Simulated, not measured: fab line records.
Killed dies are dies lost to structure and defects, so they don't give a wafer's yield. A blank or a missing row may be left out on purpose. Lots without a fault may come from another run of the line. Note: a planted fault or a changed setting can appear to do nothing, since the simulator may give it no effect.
fab line records    flow n5-finfet
record lots=7  wafers=21
route steps=1938 shown BEOL_M9@1431 BEOL_M11@1536 BEOL_M13@1685 BEOL_M14@1743
start-h: hours from the record's opening day to when the first of the lot's shown wafers began    wait-h: how many hours have passed since the lot's step before this one    " identical to the entry in the row above    L1.1+2: one row covering several wafers at once    - no value, or no start given    * or withheld: withheld    < > ~ a bound
route shown NAME@n: names a module that has steps shown in the file, with the first one's number in the route    usual: the fault-free wafers' mean and standard deviation    same: alike in all rows    chamber/n: place in a boat    sites: readings site by site    _std_site: their standard deviation    _edge_site: inner sites' mean taken away from outer sites' mean    radius-mm: for every site, how far away it sits from the centre of the wafer    mask NAME#n: copy n    behind: the most recent tool/chamber to have shaped the wafer    hold: the reason the lot was held/the length of the hold in hours/how it ended    device: transistor that didn't switch, given as n, p or np    end of line: the same wafers' tests at the end of the route    where a step has no rows: the recipe by itself    killed: dies that structure and defects cost at the first sort, which is not the same as the wafer's yield    map: per-die view of a wafer (x killed, . not killed, _ where there is no die)
set.NAME: setting as actually run; set.NAME@STEP: the setting as run at that earlier step    model.NAME: the simulator's own value behind a step, which no gauge read
lots with deliberately changed settings; one table per step, one row per wafer
## steps
# step N5_BEOL_M9_EXPOSE_25
# recipe mask-id=V8  na=0.33  source-shape=annular  sigma-inner=0.4  sigma-outer=0.8  polarization=unpolarized  dose-mj=37.25
lot.wafer   tool            chamber  start-h  wait-h  mask  set.dose-mj
L074.1+6    euv-scanner-02  0        246.00   -       V8#0  37.25
L074.2      "               0        "        "       V8#0  38.69
L078.2      euv-scanner-01  0        255.74   -       V8#0  34.94
L078.3+4    "               0        "        "       V8#0  37.25
L080.1+3+4  euv-scanner-01  0        269.48   -       V8#0  37.25
L081.2+4+5  euv-scanner-01  0        276.69   -       V8#0  37.25
L089.1+2    euv-scanner-02  0        338.92   -       V8#0  37.25
L089.3      "               0        "        "       V8#0  38.07
L093.1+2    euv-scanner-02  0        344.61   -       V8#0  37.25
L093.4      "               0        "        "       V8#0  35.76
L091.2      euv-scanner-02  0        344.74   -       V8#0  37.25
L091.4+5    "               0        "        "       V8#0  39.71
# step N5_BEOL_M9_PEB_26
# recipe peb-temp-c=100  peb-time-s=60  resist=CAR-EUV
# step N5_BEOL_M9_DEVELOP_27
# recipe develop-time-s=30  developer=TMAH  resist=CAR-EUV  rinse-liquid=surfactant-rinse  dry=air-spin  dev-temp-c=23
# step N5_BEOL_M9_CD_MEAS_28
# recipe target-cd-nm=70  landing-energy-ev=500  detector=se-inlens  polarity=opening
# usual cd-nm=70.00/0.23
lot.wafer  tool       chamber  start-h  wait-h  set.dose-mj@BEOL_M9_EXPOSE_25  cd-nm
L074.1     cd-sem-03  0        246.13   -       37.25                          69.60
L074.2     "          0        "        "       38.69                          70.74
L074.6     "          0        "        "       37.25                          69.98
L078.2     cd-sem-01  0        255.86   -       34.94                          68.61
L078.3     "          0        "        "       37.25                          69.73
L078.4     "          0        "        "       37.25                          69.94
L080.1     cd-sem-01  0        269.61   -       37.25                          69.84
L080.3     "          0        "        "       37.25                          69.96
L080.4     "          0        "        "       37.25                          70.58
L081.2     cd-sem-02  0        276.82   -       37.25                          69.86
L081.4     "          0        "        "       37.25                          69.49
L081.5     "          0        "        "       37.25                          69.69
L089.1     cd-sem-03  0        339.05   -       37.25                          69.66
L089.2     "          0        "        "       37.25                          69.73
L089.3     "          0        "        "       38.07                          70.35
L093.1     cd-sem-03  0        344.74   -       37.25                          70.03
L093.2     "          0        "        "       37.25                          70.07
L093.4     "          0        "        "       35.76                          69.15
L091.2     cd-sem-01  0        344.86   -       37.25                          69.83
L091.4     "          0        "        "       39.71                          71.23
L091.5     "          0        "        "       39.71                          71.28
# step N5_BEOL_M11_ILD_DEP_00
# recipe material=SiCOH_lowk  target-thk-a=3085.1  temp-c=300  precursor=DEMS/porogen  pressure-torr=5  rf-w=500  time-s=58
lot.wafer  tool      chamber  start-h  wait-h  set.time-s  model.SiCOH_lowk_of_BEOL_M11_ILD_DEP_00.thk-nm
L074.1     pecvd-02  1        258.56   0.0     58          310.6
L074.2     "         0        "        "       58          313.2
L074.6     "         1        "        "       58          319.4
L078.2     pecvd-04  0        266.89   0.0     62.07       329.6
L078.3     "         1        "        "       62.07       326.2
L078.4     "         2        "        "       58          305.6
L080.1     pecvd-01  0        280.81   0.0     58          302.8
L080.3     "         2        "        "       58          302.2
L080.4     "         0        "        "       58          308
L081.2     pecvd-01  2        288.91   0.0     49.34       257.8
L081.4     "         0        "        "       49.34       259.8
L081.5     "         1        "        "       58          309.2
L091.2     pecvd-02  0        358.51   0.0     58          307.4
L091.4     "         1        "        "       58          311.6
L091.5     "         2        "        "       65.38       349.2
L089.1     pecvd-04  2        359.05   0.0     58          301.2
L089.2     "         0        "        "       66.27       346.2
L089.3     "         1        "        "       58          298.6
L093.1     pecvd-02  1        360.32   0.0     58          306
L093.2     "         2        "        "       49.81       258.4
L093.4     "         2        "        "       58          309.6
# step N5_BEOL_M11_CURE_71
# recipe temp-c=385  time-s=240  ambient=He/Ar  material=SiCOH_lowk
lot.wafer  tool        chamber  start-h  wait-h  set.time-s@BEOL_M11_ILD_DEP_00  model.SiCOH_lowk_of_BEOL_M11_ILD_DEP_00.thk-nm
L074.1     uv-cure-01  0        258.86   0.3     58                              269.8
L074.2     "           0        "        "       58                              272.2
L074.6     "           0        "        "       58                              277.6
L078.2     uv-cure-03  2        267.05   0.1     62.07                           286.6
L078.3     "           2        "        "       62.07                           283.6
L078.4     "           2        "        "       58                              265.4
L080.1     uv-cure-03  1        281.07   0.2     58                              263
L080.3     "           1        "        "       58                              262.4
L080.4     "           1        "        "       58                              267.4
L081.2     uv-cure-03  1        289.07   0.1     49.34                           223.2
L081.4     "           1        "        "       49.34                           225
L081.5     "           1        "        "       58                              268.6
L091.2     uv-cure-02  2        358.67   0.1     58                              267
L091.4     "           2        "        "       58                              270.8
L091.5     "           2        "        "       65.38                           304
L089.1     uv-cure-03  2        359.13   0.0     58                              261.6
L089.2     "           2        "        "       66.27                           301.4
L089.3     "           2        "        "       58                              259.2
L093.1     uv-cure-03  1        360.40   0.0     58                              265.8
L093.2     "           1        "        "       49.81                           223.8
L093.4     "           1        "        "       58                              269
# step N5_BEOL_M11_THK_MEAS_01
# recipe reads=SiCOH_lowk_of_BEOL_M11_ILD_DEP_00
# usual M11_ILD_THK=268/3.7
lot.wafer  tool           chamber  start-h  wait-h  set.time-s@BEOL_M11_ILD_DEP_00  M11_ILD_THK[nm]
L074.1     film-metro-01  -        259.38   0.4     58                              270
L074.2     "              -        "        "       58                              272
L074.6     "              -        "        "       58                              278
L078.2     film-metro-02  -        267.48   0.4     62.07                           286
L078.3     "              -        "        "       62.07                           284
L078.4     "              -        "        "       58                              265
L080.1     film-metro-01  -        281.58   0.4     58                              263
L080.3     "              -        "        "       58                              262
L080.4     "              -        "        "       58                              268
L081.2     film-metro-02  -        289.50   0.4     49.34                           223
L081.4     "              -        "        "       49.34                           225
L081.5     "              -        "        "       58                              269
L091.2     film-metro-01  -        359.11   0.4     58                              267
L091.4     "              -        "        "       58                              271
L091.5     "              -        "        "       65.38                           304
L089.1     film-metro-02  -        359.65   0.4     58                              261
L089.2     "              -        "        "       66.27                           301
L089.3     "              -        "        "       58                              259
L093.1     film-metro-01  -        360.92   0.4     58                              266
L093.2     "              -        "        "       49.81                           224
L093.4     "              -        "        "       58                              269
# step N5_BEOL_M11_PECVD_70
# recipe material=SiO2  target-thk-a=200  temp-c=400  precursor=TEOS/O2  pressure-torr=5.5  rf-w=450  teos-flow-sccm=53.8  gas=O2  flow-sccm=3000  time-s=22.7
lot.wafer  tool      chamber  start-h  wait-h  set.time-s  model.SiO2_of_BEOL_M11_PECVD_70.thk-nm
L074.1+2   pecvd-04  0,1      259.41   0.0     22.7        20.2
L074.6     "         2        "        "       22.7        20.6
L078.2     pecvd-02  2        267.52   0.0     22.7        19.8
L078.3     "         0        "        "       22.7        19.4
L078.4     "         1        "        "       22.7        20
L080.1+4   pecvd-01  2,0      281.62   0.0     22.7        20
L080.3     "         1        "        "       22.7        19.4
L081.2     pecvd-04  1        289.54   0.0     26.04       23.2
L081.4     "         2        "        "       22.7        20.6
L081.5     "         0        "        "       22.7        20.8
L091.2+5   pecvd-02  2,1      359.14   0.0     25.13       22.2
L091.4     "         2        "        "       22.7        20.2
L089.1+2   pecvd-02  0,2      359.68   0.0     25.58       22.2
L089.3     "         1        "        "       25.58       22.4
L093.1+4   pecvd-01  0,1      360.95   0.0     20.46       18
L093.2     "         1        "        "       22.7        19.2
# step N5_BEOL_M11_ETCH_62
# recipe chemistry=N2/H2  target=SOC  target-depth-a=1100  overetch-a=220  mask-material=SiARC  temp-c=40  time-s=165  ion-energy-ev=200  pressure-mtorr=30  source-w=840  bias-w=150  n2-flow-sccm=200  h2-flow-sccm=200
lot.wafer  tool         chamber  start-h  wait-h  set.time-s  model.SiARC_of_BEOL_M11_COAT_60.thk-nm
L074.1+6   rie-diel-01  3        261.34   0.0     165         23.4
L074.2     "            1        "        "       193.2       22.2
L078.2     rie-diel-01  0        270.46   0.0     134.5       24.8
L078.3     "            1        "        "       165         23.4
L078.4     "            3        "        "       134.5       24.6
L080.1     rie-diel-06  1        283.84   0.0     165         23.2
L080.3     "            2        "        "       165         23.6
L080.4     "            0        "        "       165         23.4
L081.2     rie-diel-06  1        293.18   0.0     143.2       24.2
L081.4     "            0        "        "       165         23.6
L081.5     "            0        "        "       143.2       24.6
L091.2     rie-diel-01  2        361.16   0.0     132         25.2
L091.4+5   "            3,1      "        "       165         23.4
L089.1     rie-diel-01  1        361.41   0.0     165         23.2
L089.2+3   "            0,2      "        "       165         23.6
L093.1+4   rie-diel-03  0,1      361.88   0.0     191.6       22.4
L093.2     "            2        "        "       165         23.6
# step N5_BEOL_M11_STRIP_68
# recipe chemistry=N2/H2  temp-c=40  n2-flow-sccm=200  h2-flow-sccm=200  rf-frequency-hz=6e+07
# step N5_BEOL_M11_STRIP_67
# recipe chemistry=CF4  resist=SiARC  power-w=300  bias-power-w=75  pressure-mtorr=50  cf4-flow-sccm=150  rf-frequency-hz=6e+07
# step N5_BEOL_M11_HM_OPEN_17
# recipe chemistry=Cl2/BCl3  target-depth-a=200  overetch-a=60  target=TiN  mask-material=SOC  ion-energy-ev=150  pressure-mtorr=10  icp-w=1000  bias-w=126  Cl2_flow_sccm=53.25  bcl3-flow-sccm=21.75  Ar_flow_sccm=25
lot.wafer  tool          chamber  start-h  wait-h  set.time-s@BEOL_M11_ETCH_62  model.etch.depth-nm
L074.1     rie-metal-01  1        261.52   0.0     165                          20.24
L074.2     "             0        "        "       193.2                        17.48
L074.6     "             0        "        "       165                          20.09
L078.2     rie-metal-02  1        270.68   0.1     134.5                        19.99
L078.3     "             1        "        "       165                          19.91
L078.4     "             1        "        "       134.5                        19.69
L080.1     rie-metal-02  0        284.03   0.0     165                          20.03
L080.3     "             1        "        "       165                          19.98
L080.4     "             0        "        "       165                          19.8
L081.2     rie-metal-03  0        293.36   0.0     143.2                        20.54
L081.4     "             0        "        "       165                          20.66
L081.5     "             0        "        "       143.2                        20.53
L091.2     rie-metal-03  1        361.35   0.0     132                          19.72
L091.4     "             1        "        "       165                          19.98
L091.5     "             0        "        "       165                          20.14
L089.1     rie-metal-02  1        361.60   0.0     165                          20.15
L089.2     "             0        "        "       165                          20.3
L089.3     "             1        "        "       165                          20.13
L093.1     rie-metal-01  1        362.07   0.0     191.6                        17.38
L093.2     "             1        "        "       165                          20.19
L093.4     "             1        "        "       191.6                        17.51
# step N5_BEOL_M11_COAT_63
# recipe resist=SOC  temp-c=250  time-s=60  spin-rpm=1500  resist-thk-nm=100
lot.wafer   tool            chamber  start-h  wait-h  set.spin-rpm  model.SOC_of_BEOL_M11_COAT_63.thk-nm
L074.1+2    litho-track-03  0        263.17   1.4     1500          100.4
L074.6      "               0        "        "       1585          97.6
L078.2      litho-track-04  0        271.95   1.0     1451          102
L078.3      "               0        "        "       1500          100.6
L078.4      "               0        "        "       1451          102.2
L080.1+3+4  litho-track-03  0        284.40   0.0     1500          100.2
L081.2      litho-track-04  0        294.59   0.8     1641          95.6
L081.4      "               0        "        "       1500          99.8
L081.5      "               0        "        "       1500          100.2
L091.2      litho-track-02  0        363.12   1.5     1360          105.6
L091.4+5    "               0        "        "       1500          100.6
L093.1      litho-track-03  0        363.29   0.9     1607          96.8
L093.2      "               0        "        "       1500          100.4
L093.4      "               0        "        "       1500          100.2
L089.1      litho-track-04  0        363.30   1.5     1449          101.8
L089.2+3    "               0        "        "       1500          100.2
# step N5_BEOL_M11_COAT_64
# recipe resist=SiARC  temp-c=220  time-s=60  spin-rpm=1500  resist-thk-nm=30
# step N5_BEOL_M11_COAT_22
# recipe resist=CAR-ArF  spin-rpm=1500  resist-thk-nm=90
# step N5_BEOL_M11_DESCUM_33
# recipe chemistry=O2  time-s=7.9  source-power-w=50  bias-power-w=20  pressure-mtorr=20  rf-frequency-hz=2.712e+07  temp-c=40  resist=CAR-ArF  o2-flow-sccm=225
# step N5_BEOL_M11_ETCH_65
# recipe chemistry=CF4  target=SiARC  target-depth-a=390  mask-material=CAR-ArF  time-s=65  ion-energy-ev=80  pressure-mtorr=40  source-w=545  bias-w=36  Ar_flow_sccm=100  cf4-flow-sccm=100  ends=cleared
# step N5_BEOL_M11_ETCH_66
# recipe chemistry=N2/H2  target=SOC  target-depth-a=1200  overetch-a=240  mask-material=SiARC  temp-c=40  time-s=180  ion-energy-ev=200  pressure-mtorr=30  source-w=840  bias-w=150  n2-flow-sccm=200  h2-flow-sccm=200
lot.wafer  tool         chamber  start-h  wait-h  set.spin-rpm@BEOL_M11_COAT_63  model.etch.depth-nm
L074.1+2   rie-diel-03  3,1      263.76   0.0     1500                           100.4
L074.6     "            0        "        "       1585                           97.58
L078.2     rie-diel-06  2        272.66   0.0     1451                           102.1
L078.3     "            3        "        "       1500                           100.6
L078.4     "            0        "        "       1451                           102.2
L080.1     rie-diel-06  1        285.82   0.0     1500                           100.2
L080.3+4   "            0,3      "        "       1500                           100.3
L081.2     rie-diel-06  1        295.19   0.0     1641                           95.69
L081.4     "            0        "        "       1500                           99.86
L081.5     "            2        "        "       1500                           100.3
L091.2     rie-diel-01  0        363.67   0.0     1360                           105.6
L091.4+5   "            1,3      "        "       1500                           100.6
L093.1     rie-diel-03  2        364.01   0.0     1607                           96.8
L093.2     "            3        "        "       1500                           100.4
L093.4     "            1        "        "       1500                           100.2
L089.1     rie-diel-06  1        364.30   0.0     1449                           101.8
L089.2     "            2        "        "       1500                           100.1
L089.3     "            3        "        "       1500                           100.2
# step N5_BEOL_M11_STRIP_69
# recipe chemistry=N2/H2  temp-c=40  n2-flow-sccm=200  h2-flow-sccm=200  rf-frequency-hz=6e+07
# step N5_BEOL_M11_VIA_ETCH_34
# recipe chemistry=C4F6/O2  target=SiCOH_lowk  target-depth-a=1845  mask-material=SOC  taper-deg=4  time-s=69.2  ion-energy-ev=250  pressure-mtorr=30  source-w=345  bias-w=185  Ar_flow_sccm=300  C4F6_flow_sccm=10  O2_flow_sccm=10
lot.wafer  tool         chamber  start-h  wait-h  set.spin-rpm@BEOL_M11_COAT_63  model.SOC_of_BEOL_M11_COAT_63.thk-nm
L074.1     rie-diel-03  3        263.88   0.0     1500                           92.4
L074.2     "            1        "        "       1500                           92.2
L074.6     "            0        "        "       1585                           89.8
L078.2     rie-diel-06  2        272.78   0.0     1451                           94.4
L078.3     "            3        "        "       1500                           92.6
L078.4     "            0        "        "       1451                           94.2
L080.1     rie-diel-06  1        285.94   0.0     1500                           91.8
L080.3     "            0        "        "       1500                           92.4
L080.4     "            3        "        "       1500                           92.2
L081.2     rie-diel-06  1        295.31   0.0     1641                           87.4
L081.4     "            0        "        "       1500                           92
L081.5     "            2        "        "       1500                           92.8
L091.2     rie-diel-01  0        363.79   0.0     1360                           97.6
L091.4+5   "            1,3      "        "       1500                           92.4
L093.1     rie-diel-03  2        364.13   0.0     1607                           88.6
L093.2     "            3        "        "       1500                           92.2
L093.4     "            1        "        "       1500                           91.8
L089.1     rie-diel-06  1        364.43   0.0     1449                           93.6
L089.2+3   "            2,3      "        "       1500                           92.4
# step N5_BEOL_M11_STRIP_73
# recipe chemistry=C4F6/O2  resist=SiARC  rf-frequency-hz=6e+07
# step N5_BEOL_M11_STRIP_36
# recipe chemistry=N2/H2  power-w=450  temp-c=40  pressure-mtorr=20  rf-frequency-hz=6e+07  overash-fraction=0.3  bias-power-w=7  h2-frac=0.5  n2-flow-sccm=200  h2-flow-sccm=200
# step N5_BEOL_M11_STRIP_77
# recipe chemistry=N2/H2  time-s=10  power-w=450  temp-c=40  pressure-mtorr=20  rf-frequency-hz=6e+07  bias-power-w=7  n2-flow-sccm=200  h2-flow-sccm=200
# step N5_BEOL_M11_HM_STRIP_39
# recipe chemistry=peroxide-tin-strip  material=TiN  target-depth-a=250  temp-c=50  time-s=158
lot.wafer  tool          chamber  start-h  wait-h  set.time-s@BEOL_M11_PECVD_70  model.SiO2_of_BEOL_M11_PECVD_70.thk-nm
L074.1     wet-bench-04  0        264.20   0.0     22.7                          20
L074.2     "             2        "        "       22.7                          20.2
L074.6     "             3        "        "       22.7                          20.4
L078.2     wet-bench-01  3        273.10   0.0     22.7                          19.6
L078.3     "             5        "        "       22.7                          19.2
L078.4     "             6        "        "       22.7                          20
L080.1     wet-bench-01  1        286.26   0.0     22.7                          19.8
L080.3     "             4        "        "       22.7                          19.4
L080.4     "             5        "        "       22.7                          20
L081.2     wet-bench-03  4        295.63   0.0     26.04                         23
L081.4     "             0        "        "       22.7                          20.4
L081.5     "             7        "        "       22.7                          20.6
L091.2     wet-bench-01  7        364.11   0.0     25.13                         22
L091.4     "             4        "        "       22.7                          20
L091.5     "             3        "        "       25.13                         22.2
L093.1+4   wet-bench-04  6,7      364.45   0.0     20.46                         17.8
L093.2     "             0        "        "       22.7                          19
L089.1+2   wet-bench-03  5,2      364.74   0.0     25.58                         22
L089.3     "             6        "        "       25.58                         22.2
# step N5_BEOL_M13_EXPOSE_25
# recipe mask-id=M13  na=0.93  source-shape=conventional  sigma-outer=0.4  polarization=unpolarized  target-cd-nm=210  dose-mj=22
lot.wafer   tool            chamber  start-h  wait-h  mask   set.dose-mj
L074.1+2+6  krf-scanner-01  0        275.09   -       M13#0  22
L078.2+3+4  krf-scanner-02  0        283.75   -       M13#0  22
L080.1+3+4  krf-scanner-02  0        297.44   -       M13#0  22
L081.2      krf-scanner-01  0        310.75   -       M13#0  23.32
L081.4+5    "               0        "        "       M13#0  22
L091.2+4+5  krf-scanner-01  0        372.48   -       M13#0  22
L093.1+2+4  krf-scanner-01  0        374.83   -       M13#0  22
L089.1      krf-scanner-01  0        375.76   -       M13#0  22
L089.2+3    "               0        "        "       M13#0  22.93
# step N5_BEOL_M13_PEB_26
# recipe peb-temp-c=130  peb-time-s=90
# step N5_BEOL_M13_DEVELOP_27
# recipe develop-time-s=45  rinse-liquid=diw  dry=air-spin  dev-temp-c=21
# step N5_BEOL_M13_HARDBAKE_32
# recipe temp-c=130  time-s=120
# step N5_BEOL_M13_CD_MEAS_28
# recipe target-cd-nm=209.5  landing-energy-ev=500  detector=se-inlens
# usual cd-nm=209.6/1.1
lot.wafer  tool       chamber  start-h  wait-h  set.dose-mj@BEOL_M13_EXPOSE_25  cd-nm
L074.1     cd-sem-03  0        275.26   -       22                              208.0
L074.2     "          0        "        "       22                              209.8
L074.6     "          0        "        "       22                              207.1
L078.2     cd-sem-02  0        283.91   -       22                              210.7
L078.3     "          0        "        "       22                              211.2
L078.4     "          0        "        "       22                              210.4
L080.1     cd-sem-03  0        297.61   -       22                              209.0
L080.3     "          0        "        "       22                              209.1
L080.4     "          0        "        "       22                              210.4
L081.2     cd-sem-02  0        310.92   -       23.32                           217.2
L081.4     "          0        "        "       22                              209.5
L081.5     "          0        "        "       22                              210.5
L091.2     cd-sem-03  0        372.65   -       22                              208.9
L091.4     "          0        "        "       22                              208.2
L091.5     "          0        "        "       22                              210.3
L093.1     cd-sem-01  0        375.00   -       22                              212.8
L093.2     "          0        "        "       22                              210.7
L093.4     "          0        "        "       22                              210.5
L089.1     cd-sem-03  0        375.93   -       22                              209.2
L089.2     "          0        "        "       22.93                           211.6
L089.3     "          0        "        "       22.93                           213.4
# step N5_BEOL_M13_DESCUM_33
# recipe chemistry=O2  time-s=7.9  source-power-w=50  bias-power-w=20  pressure-mtorr=20  rf-frequency-hz=2.712e+07  temp-c=40  o2-flow-sccm=225
lot.wafer  tool         chamber  start-h  wait-h  set.time-s  set.dose-mj@BEOL_M13_EXPOSE_25  model.BEOL_M13.cd-nm
L074.1     rie-diel-06  3        275.35   0.0     7.9         22                              207.6
L074.2     "            2        "        "       7.9         22                              209.4
L074.6     "            1        "        "       7.9         22                              207.2
L078.2+4   rie-diel-06  3,2      284.73   0.8     7.9         22                              210.8
L078.3     "            0        "        "       7.9         22                              211
L080.1     rie-diel-01  0        297.70   0.0     7.9         22                              208.6
L080.3     "            3        "        "       7.9         22                              209
L080.4     "            1        "        "       7.9         22                              210.2
L081.2     rie-diel-06  1        311.01   0.0     7.9         23.32                           217
L081.4     "            2        "        "       7.9         22                              209.6
L081.5     "            3        "        "       7.172       22                              210.2
L091.2     rie-diel-06  0        372.89   0.2     7.9         22                              208.8
L091.4     "            1        "        "       8.542       22                              208.4
L091.5     "            3        "        "       7.9         22                              210.2
L093.1     rie-diel-06  3        375.09   0.0     8.569       22                              212.6
L093.2     "            2        "        "       7.9         22                              210.8
L093.4     "            1        "        "       7.9         22                              210.2
L089.1     rie-diel-01  2        376.02   0.0     8.755       22                              209.4
L089.2     "            1        "        "       7.9         22.93                           211.8
L089.3     "            0        "        "       7.9         22.93                           213.2
# step N5_BEOL_M14_PEB_26
# recipe peb-temp-c=130  peb-time-s=90
lot.wafer   tool            chamber  start-h  wait-h  set.peb-temp-c
L074.1+6    litho-track-01  0        283.56   0.1     130
L074.2      "               0        "        "       132.4
L078.2      litho-track-02  0        290.53   0.0     127.9
L078.3+4    "               0        "        "       130
L080.1+3+4  litho-track-04  0        305.76   0.1     130
L081.2+4+5  litho-track-02  0        316.04   0.0     130
L091.2+4+5  litho-track-04  0        376.79   0.0     130
L093.1+4    litho-track-01  0        386.13   0.1     130
L093.2      "               0        "        "       132.2
L089.1+2    litho-track-02  0        387.70   0.1     130
L089.3      "               0        "        "       128.3
## key
split step=N5_BEOL_M9_EXPOSE_25  setting=dose-mj  stated=37.25  by=wafer
response step=N5_BEOL_M9_CD_MEAS_28  reading=cd-nm  change=+0.218  per=1%  r=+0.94
split step=N5_BEOL_M11_ILD_DEP_00  setting=time-s  stated=58  by=wafer
response step=N5_BEOL_M11_ILD_DEP_00  reading=model.SiCOH_lowk_of_BEOL_M11_ILD_DEP_00.thk-nm  change=+3.31  per=1%  r=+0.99
response step=N5_BEOL_M11_CURE_71  reading=model.SiCOH_lowk_of_BEOL_M11_ILD_DEP_00.thk-nm  change=+2.93  per=1%  r=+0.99
response step=N5_BEOL_M11_THK_MEAS_01  reading=M11_ILD_THK  change=+2.92  per=1%  r=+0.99
split step=N5_BEOL_M11_PECVD_70  setting=time-s  stated=22.7  by=wafer
response step=N5_BEOL_M11_PECVD_70  reading=model.SiO2_of_BEOL_M11_PECVD_70.thk-nm  change=+0.163  per=1%  r=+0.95
response step=N5_BEOL_M11_HM_STRIP_39  reading=model.SiO2_of_BEOL_M11_PECVD_70.thk-nm  change=+0.166  per=1%  r=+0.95
split step=N5_BEOL_M11_ETCH_62  setting=time-s  stated=165  by=wafer
response step=N5_BEOL_M11_ETCH_62  reading=model.SiARC_of_BEOL_M11_COAT_60.thk-nm  change=-0.0752  per=1%  r=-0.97
response step=N5_BEOL_M11_HM_OPEN_17  reading=model.etch.depth-nm  shape=bent  at-lowest=19.72  at-stated=20.12  at-highest=17.48
split step=N5_BEOL_M11_COAT_63  setting=spin-rpm  stated=1500  by=wafer
response step=N5_BEOL_M11_COAT_63  reading=model.SOC_of_BEOL_M11_COAT_63.thk-nm  change=-0.496  per=1%  r=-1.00
response step=N5_BEOL_M11_ETCH_66  reading=model.etch.depth-nm  change=-0.499  per=1%  r=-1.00
response step=N5_BEOL_M11_VIA_ETCH_34  reading=model.SOC_of_BEOL_M11_COAT_63.thk-nm  change=-0.512  per=1%  r=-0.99
split step=N5_BEOL_M13_EXPOSE_25  setting=dose-mj  stated=22  by=wafer
response step=N5_BEOL_M13_CD_MEAS_28  reading=cd-nm  change=+1.06  per=1%  r=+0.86
response step=N5_BEOL_M13_DESCUM_33  reading=model.BEOL_M13.cd-nm  change=+1.03  per=1%  r=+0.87
split step=N5_BEOL_M13_DESCUM_33  setting=time-s  stated=7.9  by=wafer
response none clear
split step=N5_BEOL_M14_PEB_26  setting=peb-temp-c  stated=130  by=wafer
response none in this file
